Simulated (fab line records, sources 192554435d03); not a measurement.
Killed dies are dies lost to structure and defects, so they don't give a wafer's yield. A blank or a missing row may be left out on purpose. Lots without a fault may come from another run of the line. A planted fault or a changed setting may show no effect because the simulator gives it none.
Which tool did it? | flow n5_finfet | 24 lots, 72 wafers sampled, at 5 steps of a route of 1938

WHAT THE GAUGES READ, wafer by wafer
N5_BEOL_M4_CD_MEAS_28: target cd 26.2 nm, target cd y 24.1 nm.
lot  | measured     | on        | cd_nm (nm)
L074 | day 8 06:38  | cd_sem-03 | 26.36 26.44 26.42
L075 | day 8 06:55  | cd_sem-01 | 26.06 26.74 26.28
L076 | day 8 07:31  | cd_sem-02 | 26.53 26.07 26.35
L077 | day 8 16:56  | cd_sem-02 | 26.13 26.04 26.11
L078 | day 8 17:11  | cd_sem-03 | 26.76 26.46 25.99
L079 | day 8 20:55  | cd_sem-03 | 26.36 26.15 26.14
L080 | day 9 18:13  | cd_sem-01 | 26.18 26.18 25.83
L081 | day 9 19:32  | cd_sem-03 | 26.47 26.24 26.31
L082 | day 10 05:29 | cd_sem-01 | 25.96 26.44 26.40
L084 | day 10 18:50 | cd_sem-01 | 26.27 26.18 26.17
L085 | day 10 19:23 | cd_sem-02 | 26.28 26.46 26.04
L086 | day 10 19:42 | cd_sem-03 | 25.85 26.23 25.97
L083 | day 10 20:39 | cd_sem-01 | 26.30 26.59 26.25
L088 | day 11 09:29 | cd_sem-02 | 26.46 26.30 26.79
L087 | day 11 12:16 | cd_sem-03 | 26.28 26.15 26.27
L090 | day 11 22:59 | cd_sem-01 | 26.14 26.01 25.74
L089 | day 12 01:04 | cd_sem-03 | 26.29 25.94 26.19
L091 | day 12 12:27 | cd_sem-03 | 26.19 25.97 26.65
L092 | day 12 18:04 | cd_sem-03 | 26.52 26.41 26.33
L093 | day 13 06:56 | cd_sem-01 | 26.56 26.30 26.44
L094 | day 13 07:28 | cd_sem-03 | 26.26 26.27 25.79
L095 | day 13 14:37 | cd_sem-01 | 26.29 26.02 26.13
L096 | day 13 14:41 | cd_sem-03 | 26.28 26.04 26.39
L097 | day 14 01:49 | cd_sem-03 | 26.28 26.00 26.47

N5_BEOL_M4_INSPECT_59: inspects for defects (darkfield).
lot  | measured     | on                | raw_defect_count
L074 | day 8 12:51  | defect_inspect-01 | 51 57 67
L075 | day 8 18:43  | defect_inspect-02 | 69 54 68
L076 | day 8 20:21  | defect_inspect-01 | 80 74 107
L077 | day 9 18:13  | defect_inspect-01 | 82 52 60
L078 | day 9 21:01  | defect_inspect-02 | 69 81 49
L079 | day 9 16:25  | defect_inspect-01 | 78 60 106
L080 | day 10 14:50 | defect_inspect-02 | 43 70 84
L081 | day 10 23:54 | defect_inspect-01 | 52 91 84
L082 | day 10 22:22 | defect_inspect-01 | 96 105 94
L084 | day 11 07:37 | defect_inspect-02 | 105 118 72
L085 | day 12 02:15 | defect_inspect-02 | 59 109 68
L086 | day 11 09:08 | defect_inspect-02 | 61 104 99
L083 | day 12 03:03 | defect_inspect-02 | 66 92 92
L088 | day 12 07:54 | defect_inspect-02 | 93 76 127
L087 | day 12 10:52 | defect_inspect-01 | 54 29 93
L090 | day 12 12:37 | defect_inspect-02 | 49 70 67
L089 | day 12 14:04 | defect_inspect-01 | 97 66 85
L091 | day 13 14:27 | defect_inspect-01 | 75 58 62
L092 | day 13 14:12 | defect_inspect-01 | 57 41 41
L093 | day 13 17:14 | defect_inspect-01 | 70 69 60
L094 | day 13 17:27 | defect_inspect-02 | 83 103 94
L095 | day 14 01:25 | defect_inspect-02 | 43 44 64
L096 | day 14 19:55 | defect_inspect-02 | 157 59 114
L097 | day 14 22:37 | defect_inspect-01 | 69 76 101

WHICH TOOL RAN EACH LOT (tool, then ch and the chambers of the sampled wafers, then the start)
lot  | N5_BEOL_M4_VIA_ETCH_34             | N5_BEOL_M4_SPUTTER_48        | N5_BEOL_M4_CO_CAP_55
L074 | rie_diel-04 ch 0,1,3, day 8 08:51  | pvd_sputter-02, day 8 10:01  | cvd_co-02 ch 0,1,2, day 8 12:38
L075 | rie_diel-02 ch 1,2, day 8 13:38    | pvd_sputter-02, day 8 15:38  | cvd_co-02 ch 1,2, day 8 18:31
L076 | rie_diel-05 ch 1,2,3, day 8 15:31  | pvd_sputter-02, day 8 17:31  | cvd_co-01 ch 1,2, day 8 20:08
L077 | rie_diel-05 ch 0,2,3, day 9 12:51  | pvd_sputter-01, day 9 15:22  | cvd_co-02 ch 0,2, day 9 18:01
L078 | rie_diel-05 ch 1,2, day 9 16:10    | pvd_sputter-03, day 9 17:50  | cvd_co-01 ch 0,1, day 9 20:49
L079 | rie_diel-02 ch 1,3, day 9 11:34    | pvd_sputter-01, day 9 13:32  | cvd_co-02 ch 0,1, day 9 16:10
L080 | rie_diel-05 ch 0,2,3, day 10 09:55 | pvd_sputter-02, day 10 11:47 | cvd_co-01 ch 0,1, day 10 14:36
L081 | rie_diel-04 ch 0,2,3, day 10 17:31 | pvd_sputter-01, day 10 21:04 | cvd_co-01 ch 1,2, day 10 23:41
L082 | rie_diel-05 ch 0,1,2, day 10 17:37 | pvd_sputter-02, day 10 19:22 | cvd_co-02 ch 1,2, day 10 22:09
L084 | rie_diel-02 ch 0,3, day 11 01:47   | pvd_sputter-02, day 11 04:47 | cvd_co-01 ch 0,2, day 11 07:25
L085 | rie_diel-02 ch 0,1,2, day 11 21:37 | pvd_sputter-03, day 11 23:25 | cvd_co-02 ch 0,1,2, day 12 02:02
L086 | rie_diel-04 ch 2,3, day 11 04:43   | pvd_sputter-01, day 11 06:15 | cvd_co-01 ch 1,2, day 11 08:56
L083 | rie_diel-02 ch 0,1, day 11 22:42   | pvd_sputter-01, day 12 00:13 | cvd_co-01 ch 0,1, day 12 02:50
L088 | rie_diel-05 ch 1,3, day 12 03:12   | pvd_sputter-03, day 12 05:02 | cvd_co-01 ch 1,2, day 12 07:42
L087 | rie_diel-04 ch 1,2,3, day 12 06:35 | pvd_sputter-01, day 12 07:56 | cvd_co-02 ch 0,1,2, day 12 10:39
L090 | rie_diel-05 ch 1,3, day 12 06:50   | pvd_sputter-01, day 12 09:47 | cvd_co-01 ch 0,1,2, day 12 12:25
L089 | rie_diel-04 ch 0,2, day 12 09:53   | pvd_sputter-03, day 12 11:14 | cvd_co-01 ch 0,1,2, day 12 13:52
L091 | rie_diel-02 ch 0,1,2, day 13 08:46 | pvd_sputter-02, day 13 11:31 | cvd_co-02 ch 0,1,2, day 13 14:14
L092 | rie_diel-04 ch 0,1,3, day 13 08:24 | pvd_sputter-03, day 13 11:16 | cvd_co-01 ch 1,2, day 13 13:59
L093 | rie_diel-05 ch 0,2,3, day 13 13:13 | pvd_sputter-03, day 13 14:19 | cvd_co-01 ch 0,1,2, day 13 17:02
L094 | rie_diel-02 ch 0,2,3, day 13 13:16 | pvd_sputter-02, day 13 14:29 | cvd_co-01 ch 0,1, day 13 17:14
L095 | rie_diel-02 ch 2,3, day 13 20:55   | pvd_sputter-02, day 13 22:35 | cvd_co-02 ch 1,2, day 14 01:12
L096 | rie_diel-02 ch 0,1,2, day 14 13:34 | pvd_sputter-01, day 14 14:41 | cvd_co-02 ch 0,1,2, day 14 19:42
L097 | rie_diel-05 ch 0,2,3, day 14 17:20 | pvd_sputter-01, day 14 18:27 | cvd_co-02 ch 1,2, day 14 22:24
- N5_BEOL_M4_VIA_ETCH_34: etches the open film in C4F6/O2, target depth 69.4 nm, time 65.9 s.
- N5_BEOL_M4_SPUTTER_48: material Cu, target thk 4.5 nm, time 8.29 s.
- N5_BEOL_M4_CO_CAP_55: material Co, precursor CCTBA/H2, target thk 2 nm, time 102.1 s.

WHAT THE TOOLS THEMSELVES READ (means of the sampled wafers that have a number; where no wafer has one, the mark that the record gives instead)
N5_BEOL_M4_VIA_ETCH_34.
lot  | tool        | drypump_motor_current_A (A) | oes_ar_750_au (a.u.) | oes_product_au (a.u.) | rf_vpp_V (V) | showerhead_plenum_p_Torr (Torr) | throttle_valve_pct (%)
L074 | rie_diel-04 | 6.2                         | 0.78                 | 0.79                  | 664          | 2.84                            | 30.49
L075 | rie_diel-02 | 6.1                         | 0.72                 | 0.72                  | 674          | 2.86                            | 30.81
L076 | rie_diel-05 | 5.8                         | 0.79                 | 0.79                  | 668          | 2.86                            | 30.86
L077 | rie_diel-05 | 5.9                         | 0.78                 | 0.78                  | 670          | 2.96                            | 30.67
L078 | rie_diel-05 | 5.5                         | 0.80                 | 0.79                  | 668          | 2.76                            | 30.88
L079 | rie_diel-02 | 5.8                         | 0.76                 | 0.75                  | 668          | 2.95                            | 30.52
L080 | rie_diel-05 | 5.9                         | 0.78                 | 0.77                  | 670          | 2.96                            | 30.69
L081 | rie_diel-04 | 6.2                         | 0.80                 | 0.81                  | 667          | 2.85                            | 30.68
L082 | rie_diel-05 | 5.6                         | 0.79                 | 0.79                  | 672          | 2.86                            | 30.71
L084 | rie_diel-02 | 5.7                         | 0.75                 | 0.75                  | 665          | 2.94                            | 30.45
L085 | rie_diel-02 | 5.7                         | 0.84                 | 0.85                  | 671          | 2.92                            | 30.66
L086 | rie_diel-04 | 6.1                         | 0.78                 | 0.80                  | 666          | 2.77                            | 30.83
L083 | rie_diel-02 | 5.4                         | 0.80                 | 0.81                  | 667          | 2.99                            | 30.69
L088 | rie_diel-05 | 5.7                         | 0.80                 | 0.80                  | 665          | 2.72                            | 30.89
L087 | rie_diel-04 | 6.1                         | 0.74                 | 0.74                  | 664          | 2.74                            | 30.67
L090 | rie_diel-05 | 5.7                         | 0.80                 | 0.80                  | 665          | 2.72                            | 30.89
L089 | rie_diel-04 | 6.2                         | 0.82                 | 0.83                  | 665          | 2.84                            | 30.86
L091 | rie_diel-02 | 5.7                         | 0.82                 | 0.82                  | 670          | 2.91                            | 30.67
L092 | rie_diel-04 | 6.2                         | 0.84                 | 0.85                  | 668          | 2.93                            | 30.47
L093 | rie_diel-05 | 5.9                         | 0.83                 | 0.82                  | 670          | 2.94                            | 30.62
L094 | rie_diel-02 | 5.9                         | 0.80                 | 0.80                  | 667          | 2.88                            | 30.54
L095 | rie_diel-02 | 6.0                         | 0.77                 | 0.77                  | 666          | 2.86                            | 30.45
L096 | rie_diel-02 | 5.7                         | 0.81                 | 0.81                  | 670          | 2.91                            | 30.68
L097 | rie_diel-05 | 5.9                         | 0.81                 | 0.81                  | 670          | 2.94                            | 30.63

N5_BEOL_M4_SPUTTER_48.
lot  | tool           | throttle_valve_pct (%)
L074 | pvd_sputter-02 | 30.6
L075 | pvd_sputter-02 | 29.9
L076 | pvd_sputter-02 | 30.0
L077 | pvd_sputter-01 | 30.1
L078 | pvd_sputter-03 | 30.3
L079 | pvd_sputter-01 | 29.1
L080 | pvd_sputter-02 | 30.8
L081 | pvd_sputter-01 | 29.9
L082 | pvd_sputter-02 | 30.9
L084 | pvd_sputter-02 | 30.7
L085 | pvd_sputter-03 | 30.4
L086 | pvd_sputter-01 | 30.5
L083 | pvd_sputter-01 | 29.6
L088 | pvd_sputter-03 | 30.6
L087 | pvd_sputter-01 | 30.2
L090 | pvd_sputter-01 | 29.1
L089 | pvd_sputter-03 | 30.6
L091 | pvd_sputter-02 | 29.8
L092 | pvd_sputter-03 | 30.4
L093 | pvd_sputter-03 | 30.7
L094 | pvd_sputter-02 | 30.8
L095 | pvd_sputter-02 | 30.1
L096 | pvd_sputter-01 | 29.8
L097 | pvd_sputter-01 | 29.5

N5_BEOL_M4_CO_CAP_55.
lot  | tool      | heater_power_w (W)
L074 | cvd_co-02 | 228
L075 | cvd_co-02 | 232
L076 | cvd_co-01 | 257
L077 | cvd_co-02 | 213
L078 | cvd_co-01 | 215
L079 | cvd_co-02 | 247
L080 | cvd_co-01 | 221
L081 | cvd_co-01 | 258
L082 | cvd_co-02 | 235
L084 | cvd_co-01 | 263
L085 | cvd_co-02 | 230
L086 | cvd_co-01 | 262
L083 | cvd_co-01 | 221
L088 | cvd_co-01 | 275
L087 | cvd_co-02 | 232
L090 | cvd_co-01 | 249
L089 | cvd_co-01 | 246
L091 | cvd_co-02 | 231
L092 | cvd_co-01 | 259
L093 | cvd_co-01 | 248
L094 | cvd_co-01 | 234
L095 | cvd_co-02 | 219
L096 | cvd_co-02 | 233
L097 | cvd_co-02 | 220

THE ANSWER, worked out from the rows above alone
Rule: what is usual is taken from the lots themselves. Put in order of their means at a reading, lots are off if they are a third of the lots or fewer, leave a main group of 4 or more, and stand apart from it by a gap of 3 or more times the standard deviation of the main group's means; of several such gaps the widest counts. A main group whose means are all the same, to the digits that the tables above print for the reading, isn't used. A lot without any number at a reading at which 4 lots or more have one is off too. The other lots that the step has rows for count as sound. The gauges are gone through in route order, then the tools' own readings, and for those a lot's mean is taken as printed above. The first step at which some lot is off is used, and at that step the reading that is off furthest; a lot without a number counts as furthest.
No lot is off at any reading shown: from this, nothing can be told.

WHAT THE SIMULATOR HAD PUT IN
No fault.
